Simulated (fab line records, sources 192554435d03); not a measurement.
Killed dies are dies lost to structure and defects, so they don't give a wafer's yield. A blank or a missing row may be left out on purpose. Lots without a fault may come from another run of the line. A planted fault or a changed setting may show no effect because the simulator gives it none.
Which tool did it? | flow n5_finfet | 9 lots, 27 wafers sampled, at 3 steps of a route of 1938

WHAT THE GAUGES READ, wafer by wafer
N5_PMOS_HMC_CHANNEL_EPI_THK_MEAS_22.
lot  | measured    | on            | HMC_CMP_THK (nm)
L556 | day 2 07:59 | film_metro-02 | 54.4 54.5 54.4
L558 | day 2 20:53 | film_metro-01 | 54.8 54.3 53.9
L560 | day 3 08:01 | film_metro-02 | 54.5 55.3 54.5
L563 | day 4 02:12 | film_metro-01 | 54.1 53.7 54.3
L567 | day 5 02:01 | film_metro-02 | 45.6 45.5 45.5
L568 | day 5 08:59 | film_metro-01 | 45.5 46.4 46.2
L573 | day 6 13:53 | film_metro-02 | 54.2 53.7 53.5
L574 | day 6 20:08 | film_metro-02 | 53.6 54.1 53.4
L577 | day 7 13:50 | film_metro-01 | 52.0 52.2 52.6

WHICH TOOL RAN EACH LOT (tool, then ch and the chambers of the sampled wafers, then the start)
lot  | N5_ZERO_LAYER_STRIP_24              | N5_PMOS_HMC_CHANNEL_EPI_FIN_RECESS_16
L556 | plasma_asher-01 ch 0,1, day 2 00:58 | rie_si-05 ch 0,2,3, day 2 05:46
L558 | plasma_asher-01 ch 0,1, day 2 13:22 | rie_si-03 ch 0,3, day 2 18:49
L560 | plasma_asher-01 ch 0,1, day 3 01:05 | rie_si-04 ch 2,3, day 3 05:49
L563 | plasma_asher-01 ch 0,1, day 3 19:01 | rie_si-05 ch 0,2, day 3 23:59
L567 | plasma_asher-02 ch 0,1, day 4 19:21 | rie_si-05 ch 0,3, day 5 00:13
L568 | plasma_asher-02 ch 0,1, day 5 01:21 | rie_si-05 ch 0,1,2, day 5 06:43
L573 | plasma_asher-01 ch 0,1, day 6 07:03 | rie_si-03 ch 0,2,3, day 6 11:41
L574 | plasma_asher-01 ch 0,1, day 6 13:02 | rie_si-03 ch 0,1,2, day 6 18:20
L577 | plasma_asher-01 ch 0,1, day 7 07:02 | rie_si-04 ch 0,1, day 7 12:01
- N5_ZERO_LAYER_STRIP_24: strips in O2.
- N5_PMOS_HMC_CHANNEL_EPI_FIN_RECESS_16: chemistry HBr/Cl2, target Si, target depth 54 nm, time 18 s.

THE ANSWER, worked out from the rows above alone
Rule: what is usual is taken from the lots themselves. Put in order of their means at a reading, lots are off if they are a third of the lots or fewer, leave a main group of 4 or more, and stand apart from it by a gap of 3 or more times the standard deviation of the main group's means; of several such gaps the widest counts. A main group whose means are all the same, to the digits that the tables above print for the reading, isn't used. A lot without any number at a reading at which 4 lots or more have one is off too. The other lots that the step has rows for count as sound.
Off: L567, L568, at N5_PMOS_HMC_CHANNEL_EPI_THK_MEAS_22 (HMC_CMP_THK). The main group: mean 53.9 nm, standard deviation 0.75.
A tool fits if, at a process step before that reading, it ran every lot that is off, and no sound lot after the first of them. The gauges at N5_PMOS_HMC_CHANNEL_EPI_THK_MEAS_22 are tried like those tools. Can't be told from this: 2 tools fit, plasma_asher-02 at N5_ZERO_LAYER_STRIP_24, rie_si-05 at N5_PMOS_HMC_CHANNEL_EPI_FIN_RECESS_16.

WHAT THE SIMULATOR HAD PUT IN
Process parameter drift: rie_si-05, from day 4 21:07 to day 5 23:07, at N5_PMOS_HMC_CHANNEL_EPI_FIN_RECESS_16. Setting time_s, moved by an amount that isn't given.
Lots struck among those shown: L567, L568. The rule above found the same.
